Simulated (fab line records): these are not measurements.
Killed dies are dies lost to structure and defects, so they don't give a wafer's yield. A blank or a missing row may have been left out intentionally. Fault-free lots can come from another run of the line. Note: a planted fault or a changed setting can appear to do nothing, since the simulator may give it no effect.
fab line records | flow n5-finfet
record: lots: 10 | wafers: 30 | last-day: 16
route steps=1938 shown ZERO_LAYER@13 WELL_APT@47 PMOS_HMC_CHANNEL_EPI@87 FIN_SAQP@115 BEOL_M4@1111
lots that met no fault: taken from a fault-free run of the same line
start-h: hours from the record's first day to the start of the lot's first wafer shown | wait-h: hours since the lot's step before | " as in the row above | L1.1+2: a single row standing in for several wafers | - no value, or no start was given | * or withheld: withheld | < > ~ a bound
route shown NAME@n: names a module that has steps shown in the file, with the first one's number in the route | usual: mean and standard deviation over wafers with no fault | same: alike in all rows | chamber/n: place in a boat | sites: readings site by site | _std_site: the standard deviation of these | _edge_site: outer sites' mean less inner sites' | radius-mm: how far each site lies from the wafer's centre | mask NAME#n: copy n | behind: tool/chamber where the wafer was last shaped | hold: why the lot went on hold/how many hours it stayed there/how the hold came to an end | device: names the non-switching transistor (n, p or np) | end of line: tests run on the same wafers once the route is complete | a step with no rows: only its recipe | killed: count of dies lost to structure and defects at first sort (not the wafer's yield) | map: shows each die of a wafer: x if killed, . if not, _ if none is there
set.NAME: setting as actually run; set.NAME@STEP: the setting as run at that earlier step | model.NAME: the simulator's own value behind a step, which no gauge read
a sample of lots followed through the steps of the route, with each step as a table and each wafer as a row
services: from which hour (start-h, from the record's first day; less than 0 if before it) a tool's chamber was out of use, for how many hours, and why
== steps ==
step: N5_ZERO_LAYER_CD_MEAS_11
recipe: target-cd-nm: 2000 | landing-energy-ev: 500 | detector: se-inlens
usual: cd-nm: 2001.1/1.9
lot.wafer | tool      | chamber | start-h | wait-h | cd-nm
L596.3    | cd-sem-01 | 0       | 18.65   | -      | 2002.4
L596.5    | "         | 0       | "       | "      | 2001.2
L596.6    | "         | 0       | "       | "      | 2002.7
L597.1    | cd-sem-02 | 0       | 25.91   | -      | 1998.6
L597.4    | "         | 0       | "       | "      | 1997.9
L597.5    | "         | 0       | "       | "      | 1996.8
L599.1    | cd-sem-03 | 0       | 36.64   | -      | 2001.9
L599.2    | "         | 0       | "       | "      | 2001.4
L599.3    | "         | 0       | "       | "      | 2002.2
L600.2    | cd-sem-03 | 0       | 42.64   | -      | 2001.5
L600.3    | "         | 0       | "       | "      | 2000.9
L600.5    | "         | 0       | "       | "      | 2003.0
L606.2    | cd-sem-03 | 0       | 78.64   | -      | 2003.5
L606.4    | "         | 0       | "       | "      | 2002.4
L606.5    | "         | 0       | "       | "      | 2003.4
L607.2    | cd-sem-02 | 0       | 84.64   | -      | 2001.9
L607.4    | "         | 0       | "       | "      | 2002.0
L607.6    | "         | 0       | "       | "      | 2001.9
L608.2    | cd-sem-01 | 0       | 90.77   | -      | 2000.6
L608.3    | "         | 0       | "       | "      | 2002.6
L608.4    | "         | 0       | "       | "      | 2002.3
L609.3    | cd-sem-01 | 0       | 96.64   | -      | 2002.2
L609.4    | "         | 0       | "       | "      | 2003.7
L609.5    | "         | 0       | "       | "      | 2004.1
L610.1    | cd-sem-03 | 0       | 102.66  | -      | 1999.0
L610.3    | "         | 0       | "       | "      | 1997.1
L610.4    | "         | 0       | "       | "      | 1998.2
L611.1    | cd-sem-03 | 0       | 108.64  | -      | 1998.8
L611.2    | "         | 0       | "       | "      | 1999.6
L611.3    | "         | 0       | "       | "      | 1999.3
step: N5_WELL_APT_IMPLANT_31
recipe: species: B | energy-kev: 60 | dose-cm2: 1.5e+13 | tilt-deg: 0 | rotation-deg: 0
usual: beam-energy-keV: 59.997/0.018
lot.wafer | tool         | chamber | start-h | wait-h | beam-energy-keV
L596.3    | implanter-01 | 0       | 21.20   | 0.1    | 59.995
L596.5    | "            | 0       | "       | "      | 59.998
L596.6    | "            | 0       | "       | "      | 59.994
L597.1    | implanter-02 | 0       | 28.56   | 0.1    | 60.038
L597.4    | "            | 0       | "       | "      | 60.030
L597.5    | "            | 0       | "       | "      | 59.996
L599.1    | implanter-01 | 0       | 39.64   | 0.1    | 60.015
L599.2    | "            | 0       | "       | "      | 59.996
L599.3    | "            | 0       | "       | "      | 59.999
L600.2    | implanter-02 | 0       | 45.02   | 0.1    | 59.970
L600.3    | "            | 0       | "       | "      | 59.993
L600.5    | "            | 0       | "       | "      | 59.969
L606.2    | implanter-02 | 0       | 81.97   | 0.1    | 59.985
L606.4    | "            | 0       | "       | "      | 60.001
L606.5    | "            | 0       | "       | "      | 60.016
L607.2    | implanter-02 | 0       | 87.63   | 0.1    | 60.007
L607.4    | "            | 0       | "       | "      | 60.021
L607.6    | "            | 0       | "       | "      | 60.041
L608.2    | implanter-02 | 0       | 93.81   | 0.1    | 48.225
L608.3    | "            | 0       | "       | "      | 48.232
L608.4    | "            | 0       | "       | "      | 48.191
L609.3    | implanter-02 | 0       | 98.98   | 0.1    | 48.229
L609.4    | "            | 0       | "       | "      | 48.243
L609.5    | "            | 0       | "       | "      | 48.260
L610.1    | implanter-02 | 0       | 105.18  | 0.1    | 48.208
L610.3    | "            | 0       | "       | "      | 48.258
L610.4    | "            | 0       | "       | "      | 48.246
L611.1    | implanter-01 | 0       | 111.37  | 0.1    | 59.987
L611.2    | "            | 0       | "       | "      | 59.984
L611.3    | "            | 0       | "       | "      | 60.012
step: N5_PMOS_HMC_CHANNEL_EPI_EPI_26
recipe: material: Si | target-thk-a: 38 | temp-c: 650 | precursor: SiH4/H2 | pressure-torr: 20 | time-s: 22.7
usual: susceptor_temp_C_max: 651.5/0.65 | throttle-valve-pct: 11.28/0.23
lot.wafer | tool         | chamber | start-h | wait-h | susceptor_temp_C_max | throttle-valve-pct
L596.3    | epi-rpcvd-03 | 0       | 25.77   | 0.1    | 651.1                | 11.48
L596.5    | "            | 0       | "       | "      | 652.0                | 11.51
L596.6    | "            | 0       | "       | "      | 651.6                | 11.23
L597.1    | epi-rpcvd-01 | 0       | 33.32   | 0.0    | 651.0                | 11.15
L597.4    | "            | 0       | "       | "      | 650.8                | 11.20
L597.5    | "            | 0       | "       | "      | 650.8                | 11.18
L599.1    | epi-rpcvd-03 | 0       | 44.11   | 0.0    | 651.5                | 11.41
L599.2    | "            | 0       | "       | "      | 651.4                | 11.63
L599.3    | "            | 0       | "       | "      | 651.5                | 11.43
L600.2    | epi-rpcvd-01 | 0       | 49.59   | 0.1    | 651.0                | 11.11
L600.3    | "            | 0       | "       | "      | 651.4                | 11.44
L600.5    | "            | 0       | "       | "      | 651.1                | 11.17
L606.2    | epi-rpcvd-01 | 0       | 86.86   | 0.1    | 650.6                | 11.54
L606.4    | "            | 0       | "       | "      | 650.7                | 11.31
L606.5    | "            | 0       | "       | "      | 650.4                | 11.03
L607.2    | epi-rpcvd-02 | 0       | 92.74   | 0.1    | 652.3                | 10.80
L607.4    | "            | 0       | "       | "      | 652.8                | 10.84
L607.6    | "            | 0       | "       | "      | 652.9                | 10.81
L608.2    | epi-rpcvd-03 | 0       | 99.17   | 0.1    | 651.9                | 11.21
L608.3    | "            | 0       | "       | "      | 651.8                | 11.48
L608.4    | "            | 0       | "       | "      | 652.1                | 11.54
L609.3    | epi-rpcvd-01 | 0       | 104.89  | 0.2    | 650.8                | 11.30
L609.4    | "            | 0       | "       | "      | 651.2                | 11.18
L609.5    | "            | 0       | "       | "      | 651.1                | 11.34
L610.1    | epi-rpcvd-03 | 0       | 109.82  | 0.0    | 651.2                | 11.49
L610.3    | "            | 0       | "       | "      | 652.2                | 11.18
L610.4    | "            | 0       | "       | "      | 651.3                | 11.82
L611.1    | epi-rpcvd-03 | 0       | 116.95  | 0.0    | 651.7                | 11.38
L611.2    | "            | 0       | "       | "      | 651.2                | 11.45
L611.3    | "            | 0       | "       | "      | 651.8                | 11.30
step: N5_FIN_SAQP_ETCH_51
recipe: chemistry: CF4 | target: SiARC | target-depth-a: 455 | mask-material: CAR-ArF | time-s: 75.8 | ion-energy-ev: 80 | pressure-mtorr: 40 | source-w: 545 | bias-w: 36 | Ar_flow_sccm: 100 | cf4-flow-sccm: 100 | ends: cleared
usual: drypump-motor-current-A: 5.9/0.4 | etch-rf-on-time-s: 76.1/1.2 | oes-product-au: 0.65/0.064 | rf-vpp-V: 184.3/1 | showerhead-plenum-p-Torr: 2.16/0.051 | throttle-valve-pct: 15.70/0.15
lot.wafer | tool        | chamber | start-h | wait-h | drypump-motor-current-A | etch-rf-on-time-s | oes-product-au | rf-hours-counter-h | rf-vpp-V | showerhead-plenum-p-Torr | throttle-valve-pct
L596.3    | rie-diel-03 | 2       | 28.42   | 0.0    | 5.8                     | 78.3              | 0.63           | 126                | 184.7    | 2.14                     | 15.67
L596.5    | "           | 1       | "       | "      | 6.0                     | 76.0              | 0.61           | -                  | 183.2    | 2.13                     | 15.88
L596.6    | "           | 2       | "       | "      | 5.8                     | 78.1              | 0.63           | -                  | 185.2    | 2.14                     | 15.66
L597.1    | rie-diel-03 | 3       | 35.15   | 0.0    | 6.1                     | 76.6              | 0.63           | 186                | 185.0    | 2.13                     | 15.65
L597.4    | "           | 2       | "       | "      | 5.8                     | 78.9              | 0.63           | 128                | 183.9    | 2.14                     | 15.68
L597.5    | "           | 0       | "       | "      | 5.5                     | 77.1              | 0.61           | -                  | 186.0    | 2.22                     | 15.55
L599.1    | rie-diel-04 | 0       | 45.95   | 0.0    | 5.4                     | 77.7              | 0.61           | 185                | 184.2    | 2.13                     | 15.57
L599.2    | "           | 1       | "       | "      | 5.7                     | 75.7              | 0.70           | 97                 | 186.1    | 2.24                     | 15.77
L599.3    | "           | 3       | "       | "      | 6.0                     | 77.2              | 0.61           | 213                | 184.9    | 2.12                     | 15.71
L600.2    | rie-diel-01 | 0       | 51.42   | 0.0    | 6.5                     | 78.2              | 0.56           | 241                | 182.4    | 2.03                     | 16.07
L600.3    | "           | 1       | "       | "      | 6.7                     | 75.4              | 0.65           | 149                | 185.0    | 2.14                     | 15.80
L600.5    | "           | 2       | "       | "      | 5.9                     | 75.5              | 0.69           | -                  | 184.3    | 2.17                     | 15.39
L606.2    | rie-diel-04 | 1       | 90.33   | 0.0    | 5.7                     | 74.8              | 0.70           | 109                | 186.0    | 2.24                     | 15.79
L606.4    | "           | 3       | "       | "      | 6.1                     | 75.9              | 0.61           | 224                | 183.5    | 2.12                     | 15.71
L606.5    | "           | 2       | "       | "      | 5.2                     | 75.4              | 0.65           | -                  | 184.0    | 2.14                     | 15.83
L607.2    | rie-diel-01 | 3       | 95.00   | 0.0    | 6.1                     | 74.5              | 0.77           | 25                 | 185.4    | 2.18                     | 15.60
L607.4    | "           | 2       | "       | "      | 5.9                     | 76.3              | 0.66           | 116                | 183.2    | 2.16                     | 15.44
L607.6    | "           | 3       | "       | "      | 6.1                     | 74.9              | 0.77           | -                  | 184.5    | 2.18                     | 15.60
L608.2    | rie-diel-01 | 1       | 100.85  | 0.0    | 6.6                     | 74.6              | 0.64           | 173                | 184.9    | 2.14                     | 15.85
L608.3    | "           | 0       | "       | "      | 6.5                     | 74.9              | 0.81           | 4                  | 186.3    | 2.28                     | 15.60
L608.4    | "           | 2       | "       | "      | 5.9                     | 75.7              | 0.66           | 118                | 185.4    | 2.16                     | 15.44
L609.3    | rie-diel-04 | 2       | 106.67  | 0.0    | 5.1                     | 75.7              | 0.63           | 164                | 182.9    | 2.14                     | 15.87
L609.4    | "           | 3       | "       | "      | 6.0                     | 77.5              | 0.60           | 229                | 183.8    | 2.12                     | 15.74
L609.5    | "           | 3       | "       | "      | 6.0                     | 76.7              | 0.60           | -                  | 184.7    | 2.12                     | 15.71
L610.1    | rie-diel-01 | 2       | 111.76  | 0.0    | 5.9                     | 75.4              | 0.67           | 122                | 184.2    | 2.16                     | 15.46
L610.3    | "           | 3       | "       | "      | 6.1                     | 74.2              | 0.77           | 30                 | 184.7    | 2.18                     | 15.60
L610.4    | "           | 1       | "       | "      | 6.6                     | 74.8              | 0.63           | 178                | 183.2    | 2.13                     | 15.86
L611.1    | rie-diel-01 | 2       | 125.61  | 0.0    | 5.9                     | 75.5              | 0.67           | 126                | 185.4    | 2.16                     | 15.44
L611.2    | "           | 3       | "       | "      | 6.1                     | 73.7              | 0.76           | 35                 | 185.0    | 2.18                     | 15.61
L611.3    | "           | 0       | "       | "      | 6.5                     | 75.1              | 0.80           | 12                 | 184.2    | 2.28                     | 15.62
step: N5_BEOL_M4_RC_MEAS_101
usual: DIBL_N: 36.3/1.2 | DIBL_P: 36.7/1.5 | IOFF_N: 0.164/0.02 | IOFF_P: 0.214/0.024 | ION_N: 673/8.5 | ION_P: 461/5.9 | RS_PWELL: 3007/24 | SS_N: 71.6/0.44 | SS_P: 73.3/0.55 | VT_N: 249.4/2.4 | VT_P: -250.0/2.3
lot.wafer | tool      | chamber | start-h | wait-h | DIBL_N[mV/V] | DIBL_P[mV/V] | IOFF_N[nA/um] | IOFF_P[nA/um] | ION_N[uA/um] | ION_P[uA/um] | RS_PWELL[ohm/sq] | SS_N[mV/dec] | SS_P[mV/dec] | VT_N[mV] | VT_P[mV]
L596.3    | prober-02 | 0       | 172.04  | 0.3    | 36.6         | 35.3         | 0.157         | 0.211         | 666          | 463          | 3039             | 71.3         | 72.8         | 249.4    | -248.3
L596.5    | "         | 0       | "       | "      | 36.5         | 34.2         | 0.150         | 0.201         | 667          | 459          | 3006             | 72.1         | 73.1         | 252.6    | -251.7
L596.6    | "         | 0       | "       | "      | 37.0         | 35.8         | 0.172         | 0.227         | 672          | 464          | 3053             | 71.7         | 73.0         | 248.8    | -248.0
L599.1    | prober-01 | 0       | 188.99  | 0.0    | 36.0         | 36.0         | 0.149         | 0.187         | 658          | 446          | 3016             | 71.7         | 73.1         | 253.4    | -250.9
L599.2    | "         | 0       | "       | "      | 36.0         | 35.6         | 0.144         | 0.178         | 661          | 452          | 3010             | 71.4         | 73.0         | 253.4    | -251.6
L599.3    | "         | 0       | "       | "      | 36.9         | 37.8         | 0.173         | 0.210         | 673          | 458          | 2991             | 72.4         | 73.6         | 250.8    | -251.3
L597.1    | prober-01 | 0       | 194.75  | 0.0    | 35.1         | 36.3         | 0.140         | 0.184         | 657          | 452          | 3025             | 71.0         | 72.7         | 250.2    | -253.4
L597.4    | "         | 0       | "       | "      | 34.0         | 34.5         | 0.123         | 0.166         | 662          | 454          | 2995             | 71.6         | 72.7         | 251.7    | -255.6
L597.5    | "         | 0       | "       | "      | 35.6         | 37.5         | 0.162         | 0.199         | 678          | 459          | 3004             | 71.6         | 73.4         | 249.5    | -253.3
L600.2    | prober-01 | 0       | 205.67  | 0.2    | 37.4         | 37.3         | 0.179         | 0.263         | 691          | 480          | 3005             | 71.8         | 73.7         | 247.9    | -244.0
L600.3    | "         | 0       | "       | "      | 37.9         | 38.3         | 0.193         | 0.274         | 672          | 466          | 2989             | 72.1         | 74.0         | 243.3    | -242.7
L600.5    | "         | 0       | "       | "      | 36.1         | 36.5         | 0.152         | 0.238         | 689          | 474          | 2970             | 71.8         | 73.6         | 246.9    | -246.4
L606.2    | prober-02 | 0       | 233.36  | 0.2    | 38.5         | 39.1         | 0.217         | 0.266         | 692          | 470          | 3019             | 72.3         | 74.8         | 247.0    | -248.6
L606.4    | "         | 0       | "       | "      | 36.8         | 37.5         | 0.172         | 0.242         | 673          | 459          | 3016             | 72.2         | 74.5         | 250.8    | -247.8
L606.5    | "         | 0       | "       | "      | 35.9         | 35.4         | 0.151         | 0.201         | 667          | 456          | 2986             | 71.6         | 73.4         | 251.7    | -251.3
L607.2    | prober-02 | 0       | 247.90  | 0.2    | 37.8         | 36.6         | 0.164         | 0.201         | 673          | 456          | 2995             | 71.4         | 73.5         | 248.8    | -251.1
L607.4    | "         | 0       | "       | "      | 36.2         | 35.0         | 0.148         | 0.183         | 663          | 451          | 3015             | 71.5         | 73.3         | 250.9    | -253.0
L607.6    | "         | 0       | "       | "      | 37.2         | 35.5         | 0.161         | 0.202         | 663          | 451          | 3017             | 72.0         | 73.1         | 250.2    | -249.0
L609.3    | prober-01 | 0       | 254.05  | 0.3    | 37.2         | 36.8         | 0.174         | 0.223         | 675          | 460          | 3273             | 72.2         | 73.9         | 251.4    | -249.7
L609.4    | "         | 0       | "       | "      | 36.6         | 36.3         | 0.165         | 0.218         | 671          | 460          | 3270             | 71.4         | 73.3         | 248.4    | -249.7
L609.5    | "         | 0       | "       | "      | 36.7         | 36.4         | 0.160         | 0.224         | 678          | 467          | 3301             | 72.6         | 73.4         | 253.3    | -249.6
L608.2    | prober-02 | 0       | 254.19  | 0.2    | 36.5         | 37.6         | 0.160         | 0.190         | 661          | 452          | 3267             | 71.1         | 73.3         | 250.8    | -252.2
L608.3    | "         | 0       | "       | "      | 37.9         | 39.0         | 0.177         | 0.217         | 671          | 462          | 3319             | 71.5         | 73.3         | 249.7    | -253.4
L608.4    | "         | 0       | "       | "      | 38.2         | 39.6         | 0.187         | 0.213         | 659          | 452          | 3280             | 72.3         | 73.2         | 245.0    | -249.8
L610.1    | prober-02 | 0       | 259.92  | 0.0    | 36.7         | 37.1         | 0.161         | 0.224         | 672          | 470          | 3338             | 71.6         | 73.3         | 249.7    | -247.1
L610.3    | "         | 0       | "       | "      | 35.7         | 36.7         | 0.147         | 0.218         | 673          | 466          | 3330             | 71.1         | 73.3         | 252.8    | -246.9
L610.4    | "         | 0       | "       | "      | 34.9         | 35.7         | 0.131         | 0.195         | 666          | 462          | 3366             | 71.6         | 73.3         | 253.9    | -247.2
L611.1    | prober-02 | 0       | 269.18  | 0.0    | 36.0         | 36.7         | 0.159         | 0.232         | 679          | 466          | 2993             | 72.1         | 73.3         | 249.3    | -248.2
L611.2    | "         | 0       | "       | "      | 34.2         | 33.7         | 0.129         | 0.190         | 669          | 463          | 3007             | 71.5         | 72.7         | 251.4    | -248.6
L611.3    | "         | 0       | "       | "      | 35.2         | 34.7         | 0.141         | 0.192         | 663          | 457          | 2963             | 71.1         | 72.7         | 250.4    | -251.4
== services ==
tool         | chamber | start-h | hours | kind
implanter-02 | -       | 18.60   | 6.3   | repair
rie-diel-01  | 3       | 21.17   | -     | clean
rie-diel-01  | 3       | 21.17   | -     | consumable-replace:focus-ring
rie-diel-01  | 3       | 21.17   | 15.2  | scheduled-down
rie-diel-01  | 3       | 21.17   | 15.2  | vent-cycle
epi-rpcvd-02 | -       | 32.47   | 6.0   | pm
implanter-02 | -       | 35.86   | 2.1   | repair
rie-diel-04  | 2       | 44.97   | 6.9   | repair
implanter-02 | -       | 46.58   | 6.0   | pm
implanter-01 | -       | 53.83   | 6.5   | repair
rie-diel-04  | -       | 59.15   | 0.5   | repair
rie-diel-04  | -       | 63.20   | 14.6  | pm
rie-diel-01  | 0       | 73.23   | -     | clean
rie-diel-01  | 0       | 73.23   | -     | consumable-replace:focus-ring
rie-diel-01  | 0       | 73.23   | -     | consumable-replace:showerhead
rie-diel-01  | 0       | 73.23   | 15.8  | scheduled-down
rie-diel-01  | 0       | 73.23   | 15.8  | vent-cycle
implanter-01 | -       | 85.67   | 20.5  | pm
rie-diel-03  | 3       | 90.78   | 8.7   | repair
implanter-02 | -       | 117.39  | 4.2   | repair
rie-diel-03  | 2       | 120.65  | 6.2   | repair
rie-diel-01  | 1       | 121.10  | 5.2   | repair
== key ==
first-sign: step: N5_WELL_APT_IMPLANT_31 | reading: beam-energy-keV | direction: down | sigmas: 99+ | usual: 59.997 | struck: 48.233
effect: step: N5_BEOL_M4_RC_MEAS_101 | reading: RS_PWELL | direction: up | sigmas: 12 | usual: 3007 | struck: 3305
met-at N5_WELL_APT_IMPLANT_31
struck-lots L608,L609,L610
not-acting-at N5_ZERO_LAYER_CD_MEAS_11,N5_PMOS_HMC_CHANNEL_EPI_EPI_26,N5_FIN_SAQP_ETCH_51
onset-between 87.63 93.81
fault: kind: process-parameter-drift | tool: implanter-02 | chamber: - | onset-h: 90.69 | steps: N5_WELL_APT_IMPLANT_31 | channel: energy-kev | offset: -11.763 | shape: step | end-h: 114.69 | acts-in: these-recipes-only | stated: 60
